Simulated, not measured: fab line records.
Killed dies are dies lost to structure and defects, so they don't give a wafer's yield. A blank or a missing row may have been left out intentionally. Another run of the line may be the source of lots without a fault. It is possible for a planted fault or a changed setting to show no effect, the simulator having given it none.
Chamber matching -- flow n5Finfet -- rieDiel-04 running N5_BEOL_M2_VIA_ETCH_34: 4 sister chambers
The step etches the open film in C4F6/O2, target depth 69.4 nm, time 65.9 s. 8 wafers are shown with their chamber, then 8 later ones without.

WAFERS WITH THEIR CHAMBER
wafer,chamber,showerheadPlenumPTorr (Torr),drypumpMotorCurrentA (A)
L076.3,0,2.81,5.1
L076.6,0,2.81,5.1
L080.5,2,2.87,5.5
L080.6,1,2.79,6.5
L085.1,2,2.87,5.4
L085.4,3,3.00,5.9
L085.5,1,2.78,6.5
L088.2,3,3.00,5.9

WAFERS MISSING THEIR CHAMBER
wafer,showerheadPlenumPTorr (Torr),drypumpMotorCurrentA (A)
L088.3,2.80,5.1
L088.5,2.78,6.5
L089.1,2.86,5.5
L089.3,2.80,5.1
L089.4,3.00,5.9
L091.1,3.00,5.9
L091.2,2.80,5.1
L091.4,2.86,5.4

EACH ONE'S CHAMBER
wafer,from the rows above,in truth
L088.3,0,0
L088.5,1,1
L089.1,2,2
L089.3,0,0
L089.4,3,3
L091.1,3,3
L091.2,0,0
L091.4,2,2
Correctly placed: 8 of 8. Can't be placed from these rows: 0. Placed wrongly: 0.
How it was worked out, from the rows above alone: a wafer's distance from a chamber is the root of the sum, over the readings, of the square of ((its reading less the chamber's mean) divided by the reading's scatter). If the next closest chamber is less than 2 further off than the closest, the wafer can't be placed; otherwise it belongs to the closest. A chamber's mean is the mean of its shown wafers. How the scatter is found: for the shown wafers, subtract from each reading the mean of its chamber, square and add these, divide the total by (wafers less chambers), then take the root.
